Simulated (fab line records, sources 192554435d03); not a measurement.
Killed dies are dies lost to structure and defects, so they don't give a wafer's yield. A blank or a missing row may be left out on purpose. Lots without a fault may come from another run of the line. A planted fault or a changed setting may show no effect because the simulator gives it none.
Chamber matching | flow n5_finfet | N5_BEOL_M8_STRIP_19 on rie_diel-01: 4 sister chambers
The step strips in O2. 22 wafers are shown with their chamber, then 11 later ones without.

WAFERS WITH THEIR CHAMBER
wafer  | chamber | drypump_motor_current_A (A) | showerhead_plenum_p_Torr (Torr) | oes_product_au (a.u.)
L076.2 | 3       | 5.7                         | 2.05                            | 0.87
L076.3 | 2       | 6.1                         | 2.23                            | 0.85
L076.5 | 2       | 6.1                         | 2.23                            | 0.85
L075.4 | 3       | 5.7                         | 2.04                            | 0.87
L075.5 | 0       | 5.3                         | 2.21                            | 0.86
L075.6 | 1       | 5.9                         | 2.15                            | 0.68
L077.4 | 3       | 5.7                         | 2.04                            | 0.86
L077.5 | 3       | 5.7                         | 2.04                            | 0.86
L077.6 | 2       | 6.1                         | 2.22                            | 0.85
L081.3 | 3       | 5.7                         | 2.04                            | 0.84
L081.5 | 1       | 5.9                         | 2.14                            | 0.66
L081.6 | 2       | 6.1                         | 2.22                            | 0.83
L082.2 | 3       | 5.7                         | 2.04                            | 0.84
L082.4 | 2       | 6.1                         | 2.22                            | 0.83
L082.5 | 3       | 5.7                         | 2.04                            | 0.84
L084.2 | 3       | 5.7                         | 2.04                            | 0.84
L084.3 | 2       | 6.0                         | 2.22                            | 0.83
L084.4 | 0       | 5.3                         | 2.20                            | 0.83
L086.4 | 3       | 5.7                         | 2.04                            | 0.83
L086.5 | 0       | 5.3                         | 2.20                            | 0.84
L086.6 | 2       | 6.0                         | 2.22                            | 0.83
L089.3 | 3       | 5.7                         | 2.04                            | 0.83

SIGNATURES (means of the wafers above)
reading                  | chamber 0 | chamber 1 | chamber 2 | chamber 3 | scatter within a chamber
drypump_motor_current_A  | 5.300     | 5.900     | 6.071     | 5.700     | 0.0282
showerhead_plenum_p_Torr | 2.2033    | 2.1450    | 2.2229    | 2.0410    | 0.00441
oes_product_au           | 0.8433    | 0.6700    | 0.8386    | 0.8480    | 0.014
Rule: a wafer's distance from a chamber is the root of the sum, over the readings, of the square of ((its reading less the chamber's mean) divided by the reading's scatter). The wafer belongs to the nearest chamber; if the next one is less than 2 further off, it can't be placed. The scatter: the root of (the sum of the squares of (reading less its chamber's mean) over the shown wafers, divided by (wafers less chambers)).

WAFERS WITHOUT THEIR CHAMBER
wafer  | drypump_motor_current_A (A) | showerhead_plenum_p_Torr (Torr) | oes_product_au (a.u.)
L089.4 | 5.3                         | 2.20                            | 0.82
L089.5 | 6.1                         | 2.22                            | 0.82
L092.2 | 5.9                         | 2.14                            | 0.97
L092.5 | 5.9                         | 2.14                            | 0.96
L092.6 | 5.3                         | 2.20                            | 0.82
L094.1 | 5.3                         | 2.20                            | 0.81
L094.2 | 5.6                         | 2.03                            | 0.82
L094.3 | 5.9                         | 2.14                            | 0.93
L095.2 | 5.9                         | 2.13                            | 0.93
L095.3 | 5.2                         | 2.20                            | 0.82
L095.6 | 5.6                         | 2.03                            | 0.81

WHICH CHAMBER EACH WENT THROUGH
wafer  | from the rows above     | in truth
L089.4 | 0                       | 0
L089.5 | 2                       | 2
L092.2 | can't be placed: 1 or 2 | 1
L092.5 | can't be placed: 1 or 2 | 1
L092.6 | 0                       | 0
L094.1 | 0                       | 0
L094.2 | 3                       | 3
L094.3 | 1                       | 1
L095.2 | 1                       | 1
L095.3 | 0                       | 0
L095.6 | 3                       | 3
Placed correctly: 9 of 11. Can't be placed from these rows: 2 (the true chamber is among the candidates in 2). Placed wrongly: 0.
